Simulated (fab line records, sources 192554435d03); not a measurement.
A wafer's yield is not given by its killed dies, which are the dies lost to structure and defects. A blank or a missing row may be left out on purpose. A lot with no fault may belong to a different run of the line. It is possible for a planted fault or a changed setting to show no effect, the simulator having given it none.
fab line records	flow n5-finfet
[record] lots = 24	wafers = 72	last-day = 17
route steps=1938 shown BEOL_M12@1652 BEOL_M13@1673 BEOL_M14@1726
lots with no fault: from the same line, run without faults
start-h: start of the lot's first displayed wafer, in hours after the record's first day	wait-h: hours elapsed since this lot's preceding step	" repeats the value in the row above	L1.1+2: one row covering several wafers at once	- no value present, or no start provided	* or withheld: withheld	< > ~ a bound
route shown NAME@n: a module of which the file shows steps, and the number in the route of the first	usual: the fault-free wafers' mean and standard deviation	same: alike in all rows	chamber/n: place in a boat	sites: readings site by site	_std_site: how widely they spread, as a standard deviation	_edge_site: outer sites' mean less inner sites'	radius-mm: for every site, how far away it sits from the centre of the wafer	mask NAME#n: copy n	behind: the tool/chamber that last shaped the wafer	hold: cause of the lot's hold/its duration in hours/its outcome	device: whichever transistor did not switch (one of n, p or np)	end of line: at the end of the route, the tests of the same wafers	a step given without rows: its recipe and nothing more	killed: dies lost to structure and defects at the first sort, not the wafer's yield	map: shows each die of a wafer: x if killed, . if not, _ if none is there
set.NAME: the setting as run; set.NAME@STEP: as run at that earlier step	model.NAME: the simulator's own value behind a step, which no gauge read
a sample of lots followed through the steps of the route, with each step as a table and each wafer as a row
services: when a tool's chamber went out of use (start-h, in hours from the record's first day, below 0 if earlier), for how many hours, and the reason
[[steps]]
[step N5_BEOL_M12_ANNEAL_48]
[recipe] temp-c = 225	time-s = 90	ambient = N2
[usual] wafer_temp_C_max = 226.18/0.27
lot.wafer	tool	chamber	start-h	wait-h	wafer_temp_C_max
L074.3	rtp-anneal-01	0	230.80	0.2	225.83
L074.4	"	0	"	"	226.08
L074.6	"	0	"	"	226.18
L075.3	rtp-anneal-01	0	237.24	0.3	225.73
L075.4	"	0	"	"	225.92
L075.5	"	0	"	"	225.33
L076.2	rtp-anneal-01	0	243.98	0.5	226.05
L076.5	"	0	"	"	226.06
L076.6	"	0	"	"	225.85
L077.1	rtp-anneal-02	0	244.55	0.6	226.60
L077.4	"	0	"	"	226.48
L077.5	"	0	"	"	226.43
L078.2	rtp-anneal-02	0	248.18	0.1	226.31
L078.5	"	0	"	"	226.67
L078.6	"	0	"	"	226.70
L079.2	rtp-anneal-01	0	260.15	0.1	225.92
L079.3	"	0	"	"	225.99
L079.6	"	0	"	"	226.07
L080.2	rtp-anneal-01	0	262.59	0.1	225.81
L080.3	"	0	"	"	226.02
L080.4	"	0	"	"	225.96
L081.1	rtp-anneal-01	0	263.72	0.2	226.08
L081.3	"	0	"	"	225.84
L081.4	"	0	"	"	225.79
L083.1	rtp-anneal-02	0	276.99	0.1	226.26
L083.5	"	0	"	"	226.10
L083.6	"	0	"	"	225.89
L084.1	rtp-anneal-02	0	281.45	0.1	226.05
L084.5	"	0	"	"	226.27
L084.6	"	0	"	"	225.83
L082.2	rtp-anneal-02	0	284.93	0.1	226.26
L082.3	"	0	"	"	226.35
L082.4	"	0	"	"	226.46
L085.2	rtp-anneal-01	0	286.06	0.5	226.32
L085.3	"	0	"	"	226.14
L085.4	"	0	"	"	226.11
L088.3	rtp-anneal-02	0	308.03	0.8	225.91
L088.4	"	0	"	"	225.71
L088.6	"	0	"	"	226.23
L086.2	rtp-anneal-02	0	312.37	2.2	226.59
L086.3	"	0	"	"	226.63
L086.6	"	0	"	"	225.93
L087.2	rtp-anneal-02	0	313.48	2.4	226.36
L087.4	"	0	"	"	226.11
L087.5	"	0	"	"	226.04
L089.2	rtp-anneal-02	0	323.20	1.0	226.72
L089.5	"	0	"	"	226.46
L089.6	"	0	"	"	226.48
L091.2	rtp-anneal-02	0	336.64	3.5	226.26
L091.5	"	0	"	"	226.18
L091.6	"	0	"	"	226.13
L090.1	rtp-anneal-02	0	341.51	3.9	226.31
L090.5	"	0	"	"	226.66
L090.6	"	0	"	"	226.37
L093.1	rtp-anneal-02	0	356.12	3.1	226.34
L093.3	"	0	"	"	226.34
L093.6	"	0	"	"	226.30
L092.1	rtp-anneal-02	0	356.84	3.4	226.46
L092.2	"	0	"	"	225.99
L092.4	"	0	"	"	226.20
L094.2	rtp-anneal-02	0	359.17	3.4	226.11
L094.4	"	0	"	"	225.83
L094.5	"	0	"	"	226.01
L096.2	rtp-anneal-02	0	371.81	2.5	226.21
L096.4	"	0	"	"	226.15
L096.6	"	0	"	"	226.61
L097.4	rtp-anneal-02	0	374.99	3.0	226.75
L097.5	"	0	"	"	226.32
L097.6	"	0	"	"	226.21
L095.4	rtp-anneal-01	0	379.02	3.3	226.10
L095.5	"	0	"	"	226.11
L095.6	"	0	"	"	226.19
[step N5_BEOL_M13_ETCH_59]
[recipe] chemistry = N2/H2	target = BARC	target-depth-a = 890	overetch-a = 267	time-s = 67.9	ion-energy-ev = 200	pressure-mtorr = 30	source-w = 840	bias-w = 150	n2-flow-sccm = 200	h2-flow-sccm = 200
[usual] drypump-motor-current-A = 5.6/0.33	h2-flow-sccm = 200.0/0.65	n2-flow-sccm = 200.0/0.6	oes-product-au = 0.67/0.074	rf-vpp-V = 521/3.5	showerhead-plenum-p-Torr = 2.45/0.12	throttle-valve-pct = 17.77/0.2
lot.wafer	tool	chamber	start-h	wait-h	drypump-motor-current-A	h2-flow-sccm	n2-flow-sccm	oes-product-au	rf-hours-counter-h	rf-vpp-V	showerhead-plenum-p-Torr	throttle-valve-pct
L074.3	rie-diel-01	1	232.07	0.0	6.0	199.9	199.9	0.61	193	527	2.62	17.69
L074.4	"	1	"	"	6.0	199.9	199.9	0.61	-	527	2.62	17.71
L074.6	"	2	"	"	5.8	199.4	200.9	0.66	-	524	2.56	17.52
L075.3	rie-diel-04	1	238.50	0.0	5.1	199.8	200.0	0.61	235	521	2.41	18.29
L075.4	"	3	"	"	6.0	200.4	198.9	0.64	-	521	2.45	17.69
L075.5	"	2	"	"	5.8	199.5	199.6	0.63	-	519	2.32	17.68
L076.2	rie-diel-03	1	245.32	0.0	6.1	200.1	200.1	0.73	59	522	2.48	17.75
L076.5	"	0	"	"	5.4	199.8	198.8	0.65	-	517	2.33	17.98
L076.6	"	1	"	"	6.1	199.8	199.4	0.73	-	521	2.48	17.74
L077.1	rie-diel-03	1	246.39	0.0	6.1	198.9	201.4	0.73	60	521	2.48	17.76
L077.4	"	0	"	"	5.4	200.5	199.9	0.64	155	520	2.33	17.98
L077.5	"	3	"	"	5.3	200.1	199.2	0.61	-	519	2.41	18.00
L078.2	rie-diel-04	1	249.62	0.0	5.2	199.8	200.0	0.60	240	521	2.40	18.30
L078.5	"	3	"	"	6.1	202.0	200.3	0.65	-	521	2.44	17.72
L078.6	"	2	"	"	5.8	199.7	200.4	0.64	-	519	2.32	17.69
L079.2	rie-diel-04	1	262.63	0.0	5.1	199.6	200.0	0.59	244	520	2.40	18.31
L079.3	"	0	"	"	5.2	200.6	199.6	0.83	2	522	2.50	17.49
L079.6	"	3	"	"	6.0	201.5	200.1	0.64	-	520	2.44	17.71
L080.2	rie-diel-01	0	264.46	0.0	5.7	199.8	200.1	0.67	109	525	2.57	17.56
L080.3	"	3	"	"	5.5	199.5	200.1	0.62	-	518	2.33	17.98
L080.4	"	0	"	"	5.7	199.3	199.7	0.67	-	525	2.57	17.56
L081.1	rie-diel-03	0	265.10	0.0	5.5	200.3	199.1	0.64	162	518	2.33	17.97
L081.3	"	3	"	"	5.3	199.4	200.0	0.59	225	520	2.40	18.01
L081.4	"	1	"	"	6.1	199.9	200.6	0.72	67	522	2.48	17.75
L083.1	rie-diel-04	3	278.47	0.0	6.1	198.7	200.0	0.64	159	521	2.44	17.74
L083.5	"	2	"	"	5.9	198.7	199.7	0.63	-	519	2.32	17.69
L083.6	"	1	"	"	5.1	199.8	200.4	0.59	-	521	2.40	18.32
L084.1	rie-diel-04	0	282.99	0.0	5.2	200.8	199.3	0.81	9	522	2.49	17.52
L084.5	"	3	"	"	6.0	201.3	200.2	0.63	-	522	2.44	17.74
L084.6	"	0	"	"	5.2	199.7	199.5	0.81	-	522	2.49	17.49
L082.2	rie-diel-04	3	286.61	0.0	6.0	200.1	199.7	0.64	162	522	2.44	17.74
L082.3	"	0	"	"	5.2	199.4	201.1	0.80	11	522	2.49	17.51
L082.4	"	3	"	"	6.0	199.7	199.5	0.64	-	519	2.44	17.75
L085.2	rie-diel-01	0	287.74	0.0	5.7	200.7	200.6	0.66	116	523	2.56	17.57
L085.3	"	2	"	"	5.7	198.5	200.1	0.65	153	524	2.55	17.54
L085.4	"	2	"	"	5.7	199.4	199.7	0.65	-	524	2.55	17.53
L088.3	rie-diel-04	0	309.31	0.0	5.2	199.7	200.5	0.79	19	523	2.49	17.51
L088.4	"	3	"	"	6.0	199.8	200.4	0.63	171	520	2.44	17.75
L088.6	"	2	"	"	5.8	199.3	199.3	0.62	-	517	2.31	17.74
L086.2	rie-diel-04	2	313.81	0.0	5.8	199.4	199.3	0.61	187	517	2.31	17.72
L086.3	"	1	"	"	5.1	200.5	199.1	0.84	2	531	2.72	17.85
L086.6	"	2	"	"	5.8	199.7	199.8	0.61	-	516	2.31	17.73
L087.2	rie-diel-01	0	314.79	0.0	5.7	198.9	199.8	0.65	125	524	2.56	17.59
L087.4	"	2	"	"	5.8	200.4	200.1	0.65	162	524	2.55	17.56
L087.5	"	0	"	"	5.7	199.2	199.3	0.66	-	524	2.56	17.57
L089.2	rie-diel-04	3	324.80	0.0	6.0	200.7	199.5	0.64	175	519	2.43	17.77
L089.5	"	0	"	"	5.2	199.5	199.1	0.78	-	523	2.49	17.54
L089.6	"	1	"	"	5.1	200.3	200.2	0.83	-	529	2.72	17.87
L091.2	rie-diel-04	1	338.08	0.0	5.1	199.3	200.3	0.82	9	527	2.72	17.87
L091.5	"	0	"	"	5.2	199.9	198.9	0.77	-	522	2.49	17.55
L091.6	"	3	"	"	6.0	200.1	200.3	0.63	-	521	2.43	17.75
L090.1	rie-diel-01	0	343.22	0.0	5.7	200.4	199.8	0.65	133	525	2.56	17.59
L090.5	"	2	"	"	5.7	198.9	200.9	0.63	-	524	2.54	17.57
L090.6	"	1	"	"	6.0	200.6	200.6	0.59	-	525	2.61	17.76
L093.1	rie-diel-04	3	357.48	0.0	6.0	200.0	199.4	0.62	184	521	2.43	17.77
L093.3	"	2	"	"	5.8	201.0	200.2	0.61	199	517	2.31	17.75
L093.6	"	0	"	"	5.2	200.3	200.3	0.76	-	524	2.48	17.53
L092.1	rie-diel-03	0	358.33	0.0	5.5	200.8	199.3	0.63	187	517	2.32	18.03
L092.2	"	2	"	"	5.4	200.7	201.0	0.64	182	516	2.33	17.77
L092.4	"	1	"	"	6.1	199.9	199.9	0.70	-	522	2.47	17.80
L094.2	rie-diel-04	1	360.89	0.0	5.1	199.0	200.0	0.80	16	528	2.71	17.88
L094.4	"	2	"	"	5.8	200.5	199.7	0.60	200	516	2.31	17.74
L094.5	"	2	"	"	5.8	200.5	199.9	0.60	-	516	2.31	17.74
L096.2	rie-diel-03	2	373.38	0.0	5.4	199.3	200.0	0.63	188	517	2.32	17.81
L096.4	"	3	"	"	5.3	200.5	200.5	0.84	0	529	2.71	17.66
L096.6	"	0	"	"	5.5	198.7	199.1	0.61	-	517	2.32	18.05
L097.4	rie-diel-01	1	376.29	0.0	6.0	199.9	200.3	0.59	232	525	2.61	17.76
L097.5	"	1	"	"	6.0	199.5	199.3	0.60	-	525	2.61	17.76
L097.6	"	0	"	"	5.7	200.9	199.1	0.65	-	523	2.55	17.62
L095.4	rie-diel-01	2	380.37	0.0	5.8	200.0	199.9	0.63	180	524	2.54	17.60
L095.5	"	0	"	"	5.7	200.6	201.2	0.65	-	523	2.55	17.60
L095.6	"	3	"	"	5.5	200.7	200.3	0.61	-	518	2.31	18.03
[step N5_BEOL_M13_OVL_MEAS_29]
[recipe] points-per-wafer = 44
[usual] M13_OVL = -5/4.9
lot.wafer	tool	chamber	start-h	wait-h	M13_OVL[nm]
L074.3	overlay-01	0	233.05	0.0	-4
L074.4	"	0	"	"	-10
L074.6	"	0	"	"	-6
L075.3	overlay-02	0	239.60	0.0	6
L075.4	"	0	"	"	-4
L075.5	"	0	"	"	-2
L076.2	overlay-01	0	246.28	0.0	1
L076.5	"	0	"	"	-2
L076.6	"	0	"	"	-4
L077.1	overlay-02	0	247.37	0.0	3
L077.4	"	0	"	"	-6
L077.5	"	0	"	"	7
L078.2	overlay-01	0	250.60	0.0	-7
L078.5	"	0	"	"	-10
L078.6	"	0	"	"	-2
L079.2	overlay-01	0	263.52	0.0	-12
L079.3	"	0	"	"	-10
L079.6	"	0	"	"	-6
L080.2	overlay-02	0	265.52	0.0	-5
L080.3	"	0	"	"	-3
L080.4	"	0	"	"	-6
L081.1	overlay-01	0	266.17	0.0	-10
L081.3	"	0	"	"	-11
L081.4	"	0	"	"	-8
L083.1	overlay-01	0	279.36	0.0	-4
L083.5	"	0	"	"	-4
L083.6	"	0	"	"	-7
L084.1	overlay-01	0	283.97	0.0	-11
L084.5	"	0	"	"	-5
L084.6	"	0	"	"	-7
L082.2	overlay-02	0	287.58	0.0	-4
L082.3	"	0	"	"	1
L082.4	"	0	"	"	-1
L085.2	overlay-02	0	288.72	0.0	-12
L085.3	"	0	"	"	-13
L085.4	"	0	"	"	-8
L088.3	overlay-02	0	310.16	0.0	-8
L088.4	"	0	"	"	-9
L088.6	"	0	"	"	-7
L086.2	overlay-02	0	314.66	0.0	-7
L086.3	"	0	"	"	-2
L086.6	"	0	"	"	-5
L087.2	overlay-02	0	315.65	0.0	-6
L087.4	"	0	"	"	-2
L087.5	"	0	"	"	-2
L089.2	overlay-02	0	325.65	0.0	6
L089.5	"	0	"	"	2
L089.6	"	0	"	"	7
L091.2	overlay-02	0	338.93	0.0	-7
L091.5	"	0	"	"	-6
L091.6	"	0	"	"	2
L090.1	overlay-02	0	344.07	0.0	4
L090.5	"	0	"	"	-4
L090.6	"	0	"	"	0
L093.1	overlay-02	0	358.33	0.0	-9
L093.3	"	0	"	"	-6
L093.6	"	0	"	"	-7
L092.1	overlay-01	0	359.18	0.0	-6
L092.2	"	0	"	"	-7
L092.4	"	0	"	"	-6
L094.2	overlay-01	0	361.74	0.0	-4
L094.4	"	0	"	"	0
L094.5	"	0	"	"	0
L096.2	overlay-02	0	374.23	0.0	-6
L096.4	"	0	"	"	-9
L096.6	"	0	"	"	-13
L097.4	overlay-01	0	377.26	0.0	-2
L097.5	"	0	"	"	-1
L097.6	"	0	"	"	-1
L095.4	overlay-01	0	381.23	0.0	-7
L095.5	"	0	"	"	-1
L095.6	"	0	"	"	-7
[step N5_BEOL_M13_SPUTTER_43]
[recipe] material = TaN	target-thk-a = 150	temp-c = 50	bias-v = 168.6	power-w = 15000	chamber-pressure-pa = 0.12	time-s = 24.19
[usual] throttle-valve-pct = 29.9/0.61
lot.wafer	tool	chamber	start-h	wait-h	throttle-valve-pct
L074.3	pvd-sputter-02	-	237.15	0.0	29.2
L074.4	"	-	"	"	29.1
L074.6	"	-	"	"	29.3
L075.3	pvd-sputter-02	-	241.67	0.0	29.4
L075.4	"	-	"	"	30.9
L075.5	"	-	"	"	29.3
L076.2	pvd-sputter-01	-	252.26	0.0	30.9
L076.5	"	-	"	"	30.5
L076.6	"	-	"	"	30.2
L077.1	pvd-sputter-03	-	252.57	0.0	29.6
L077.4	"	-	"	"	28.9
L077.5	"	-	"	"	29.1
L078.2	pvd-sputter-02	-	252.85	0.0	30.6
L078.5	"	-	"	"	30.4
L078.6	"	-	"	"	29.2
L079.2	pvd-sputter-01	-	267.77	0.0	30.5
L079.3	"	-	"	"	30.7
L079.6	"	-	"	"	30.7
L080.2	pvd-sputter-03	-	268.19	0.0	28.7
L080.3	"	-	"	"	29.7
L080.4	"	-	"	"	29.4
L081.1	pvd-sputter-02	-	268.20	0.0	29.2
L081.3	"	-	"	"	29.0
L081.4	"	-	"	"	30.5
L083.1	pvd-sputter-02	-	280.71	0.0	29.1
L083.5	"	-	"	"	30.6
L083.6	"	-	"	"	30.6
L084.1	pvd-sputter-02	-	285.92	0.0	30.4
L084.5	"	-	"	"	30.9
L084.6	"	-	"	"	29.3
L082.2	pvd-sputter-01	-	291.32	0.0	29.7
L082.3	"	-	"	"	30.2
L082.4	"	-	"	"	30.8
L085.2	pvd-sputter-03	-	293.05	0.0	28.8
L085.3	"	-	"	"	29.4
L085.4	"	-	"	"	30.3
L088.3	pvd-sputter-02	-	311.93	0.0	29.3
L088.4	"	-	"	"	30.6
L088.6	"	-	"	"	29.0
L086.2	pvd-sputter-01	-	315.84	0.0	30.5
L086.3	"	-	"	"	30.0
L086.6	"	-	"	"	30.2
L087.2	pvd-sputter-02	-	317.38	0.0	29.3
L087.4	"	-	"	"	30.4
L087.5	"	-	"	"	29.4
L089.2	pvd-sputter-02	-	327.62	0.0	29.3
L089.5	"	-	"	"	30.3
L089.6	"	-	"	"	29.3
L091.2	pvd-sputter-03	-	340.44	0.0	30.1
L091.5	"	-	"	"	29.5
L091.6	"	-	"	"	29.6
L090.1	pvd-sputter-02	-	345.47	0.0	30.6
L090.5	"	-	"	"	30.0
L090.6	"	-	"	"	30.6
L093.1	pvd-sputter-01	-	360.09	0.0	30.3
L093.3	"	-	"	"	30.9
L093.6	"	-	"	"	29.8
L092.1	pvd-sputter-03	-	364.65	0.0	29.3
L092.2	"	-	"	"	29.6
L092.4	"	-	"	"	28.8
L094.2	pvd-sputter-02	-	365.27	0.0	29.2
L094.4	"	-	"	"	30.7
L094.5	"	-	"	"	29.0
L096.2	pvd-sputter-01	-	375.34	0.0	30.0
L096.4	"	-	"	"	30.6
L096.6	"	-	"	"	29.8
L097.4	pvd-sputter-03	-	378.92	0.0	29.3
L097.5	"	-	"	"	29.4
L097.6	"	-	"	"	29.6
L095.4	pvd-sputter-03	-	383.00	0.0	29.8
L095.5	"	-	"	"	29.5
L095.6	"	-	"	"	29.7
[step N5_BEOL_M13_SPUTTER_45]
[recipe] material = Cu	target-thk-a = 800	temp-c = -20	bias-v = 60	power-w = 26000	chamber-pressure-pa = 0.13	time-s = 13.33
[usual] throttle-valve-pct = 29.9/0.6
lot.wafer	tool	chamber	start-h	wait-h	throttle-valve-pct
L074.3	pvd-sputter-02	-	237.31	0.0	29.5
L074.4	"	-	"	"	29.2
L074.6	"	-	"	"	29.4
L075.3	pvd-sputter-02	-	241.83	0.0	29.4
L075.4	"	-	"	"	30.6
L075.5	"	-	"	"	29.3
L076.2	pvd-sputter-01	-	252.42	0.0	30.9
L076.5	"	-	"	"	30.4
L076.6	"	-	"	"	30.1
L077.1	pvd-sputter-03	-	252.73	0.0	29.5
L077.4	"	-	"	"	28.8
L077.5	"	-	"	"	28.9
L078.2	pvd-sputter-02	-	253.01	0.0	30.6
L078.5	"	-	"	"	30.2
L078.6	"	-	"	"	29.4
L079.2	pvd-sputter-01	-	267.93	0.0	30.9
L079.3	"	-	"	"	30.7
L079.6	"	-	"	"	30.6
L080.2	pvd-sputter-03	-	268.35	0.0	28.9
L080.3	"	-	"	"	29.6
L080.4	"	-	"	"	29.4
L081.1	pvd-sputter-02	-	268.36	0.0	29.5
L081.3	"	-	"	"	29.0
L081.4	"	-	"	"	30.4
L083.1	pvd-sputter-02	-	280.87	0.0	29.5
L083.5	"	-	"	"	30.5
L083.6	"	-	"	"	30.4
L084.1	pvd-sputter-02	-	286.08	0.0	30.2
L084.5	"	-	"	"	30.6
L084.6	"	-	"	"	29.1
L082.2	pvd-sputter-01	-	291.48	0.0	29.8
L082.3	"	-	"	"	30.3
L082.4	"	-	"	"	30.9
L085.2	pvd-sputter-03	-	293.21	0.0	28.8
L085.3	"	-	"	"	29.7
L085.4	"	-	"	"	30.5
L088.3	pvd-sputter-02	-	312.09	0.0	28.9
L088.4	"	-	"	"	30.4
L088.6	"	-	"	"	29.3
L086.2	pvd-sputter-01	-	316.00	0.0	30.7
L086.3	"	-	"	"	30.2
L086.6	"	-	"	"	30.1
L087.2	pvd-sputter-02	-	317.54	0.0	29.2
L087.4	"	-	"	"	30.8
L087.5	"	-	"	"	29.2
L089.2	pvd-sputter-02	-	327.78	0.0	29.2
L089.5	"	-	"	"	30.5
L089.6	"	-	"	"	29.0
L091.2	pvd-sputter-03	-	340.60	0.0	30.4
L091.5	"	-	"	"	29.7
L091.6	"	-	"	"	29.5
L090.1	pvd-sputter-02	-	345.63	0.0	30.6
L090.5	"	-	"	"	30.5
L090.6	"	-	"	"	30.4
L093.1	pvd-sputter-01	-	360.25	0.0	30.5
L093.3	"	-	"	"	31.1
L093.6	"	-	"	"	29.7
L092.1	pvd-sputter-03	-	364.81	0.0	29.5
L092.2	"	-	"	"	29.6
L092.4	"	-	"	"	28.9
L094.2	pvd-sputter-02	-	365.43	0.0	29.1
L094.4	"	-	"	"	30.5
L094.5	"	-	"	"	29.2
L096.2	pvd-sputter-01	-	375.50	0.0	29.6
L096.4	"	-	"	"	30.5
L096.6	"	-	"	"	29.9
L097.4	pvd-sputter-03	-	379.08	0.0	29.2
L097.5	"	-	"	"	29.7
L097.6	"	-	"	"	29.7
L095.4	pvd-sputter-03	-	383.16	0.0	29.4
L095.5	"	-	"	"	29.3
L095.6	"	-	"	"	29.6
[step N5_BEOL_M14_CD_MEAS_10]
[recipe] target-cd-nm = 250	landing-energy-ev = 500	detector = se-inlens	polarity = opening
[usual] cd-nm = 250.0/1.4
lot.wafer	tool	chamber	start-h	wait-h	cd-nm
L074.3	cd-sem-03	0	239.45	-	248.2
L074.4	"	0	"	"	249.9
L074.6	"	0	"	"	249.9
L075.3	cd-sem-03	0	243.59	-	249.9
L075.4	"	0	"	"	251.4
L075.5	"	0	"	"	250.3
L076.2	cd-sem-02	0	254.68	-	247.2
L076.5	"	0	"	"	249.7
L076.6	"	0	"	"	249.4
L077.1	cd-sem-01	0	254.82	-	252.0
L077.4	"	0	"	"	251.0
L077.5	"	0	"	"	249.5
L078.2	cd-sem-02	0	255.10	-	250.8
L078.5	"	0	"	"	251.0
L078.6	"	0	"	"	252.7
L079.2	cd-sem-02	0	270.01	-	249.7
L079.3	"	0	"	"	251.5
L079.6	"	0	"	"	253.0
L080.2	cd-sem-02	0	270.37	-	248.2
L080.3	"	0	"	"	248.3
L080.4	"	0	"	"	248.7
L081.1	cd-sem-01	0	270.55	-	251.0
L081.3	"	0	"	"	249.5
L081.4	"	0	"	"	250.0
L083.1	cd-sem-02	0	282.55	-	249.7
L083.5	"	0	"	"	249.6
L083.6	"	0	"	"	250.8
L084.1	cd-sem-03	0	287.96	-	249.8
L084.5	"	0	"	"	251.2
L084.6	"	0	"	"	249.7
L082.2	cd-sem-01	0	293.04	-	250.9
L082.3	"	0	"	"	251.0
L082.4	"	0	"	"	249.3
L085.2	cd-sem-01	0	294.79	-	247.3
L085.3	"	0	"	"	247.3
L085.4	"	0	"	"	249.5
L088.3	cd-sem-02	0	316.01	-	252.2
L088.4	"	0	"	"	251.7
L088.6	"	0	"	"	251.2
L086.2	cd-sem-03	0	320.09	-	251.8
L086.3	"	0	"	"	251.3
L086.6	"	0	"	"	252.3
L087.2	cd-sem-03	0	320.77	-	251.1
L087.4	"	0	"	"	248.9
L087.5	"	0	"	"	249.9
L089.2	cd-sem-03	0	332.88	-	250.8
L089.5	"	0	"	"	252.7
L089.6	"	0	"	"	250.5
L091.2	cd-sem-02	0	344.84	-	252.7
L091.5	"	0	"	"	249.5
L091.6	"	0	"	"	249.7
L090.1	cd-sem-03	0	350.55	-	249.9
L090.5	"	0	"	"	249.8
L090.6	"	0	"	"	247.9
L093.1	cd-sem-01	0	363.57	-	248.4
L093.3	"	0	"	"	250.2
L093.6	"	0	"	"	249.7
L092.1	cd-sem-03	0	367.62	-	252.7
L092.2	"	0	"	"	250.7
L092.4	"	0	"	"	250.3
L094.2	cd-sem-03	0	368.79	-	249.0
L094.4	"	0	"	"	250.8
L094.5	"	0	"	"	247.5
L096.2	cd-sem-02	0	381.04	-	248.2
L096.4	"	0	"	"	248.8
L096.6	"	0	"	"	249.8
L097.4	cd-sem-02	0	381.77	-	250.6
L097.5	"	0	"	"	251.2
L097.6	"	0	"	"	248.3
L095.4	cd-sem-02	0	385.14	-	250.9
L095.5	"	0	"	"	249.8
L095.6	"	0	"	"	248.9
[[services]]
tool	chamber	start-h	hours	kind
rie-diel-03	-	211.39	14.6	pm
rie-diel-01	3	230.17	3.4	repair
rie-diel-04	0	234.21	-	clean
rie-diel-04	0	234.21	-	consumable-replace:focus-ring
rie-diel-04	0	234.21	20.6	scheduled-down
rie-diel-04	0	234.21	20.6	vent-cycle
rie-diel-04	-	254.83	0.1	repair
rie-diel-01	2	256.39	8.1	repair
rie-diel-01	1	260.87	12.6	repair
rie-diel-04	1	281.16	-	clean
rie-diel-04	1	281.16	-	consumable-replace:focus-ring
rie-diel-04	1	281.16	-	consumable-replace:showerhead
rie-diel-04	1	281.16	22.7	scheduled-down
rie-diel-04	1	281.16	22.7	vent-cycle
rie-diel-03	1	285.68	6.9	repair
rtp-anneal-01	-	299.58	73.2	pm
rie-diel-03	3	353.36	-	clean
rie-diel-03	3	353.36	-	consumable-replace:focus-ring
rie-diel-03	3	353.36	-	consumable-replace:showerhead
rie-diel-03	3	353.36	18.9	scheduled-down
rie-diel-03	3	353.36	18.9	vent-cycle
rie-diel-01	2	359.98	1.5	repair
rie-diel-01	0	380.89	8.4	repair
[[key]]
fault none
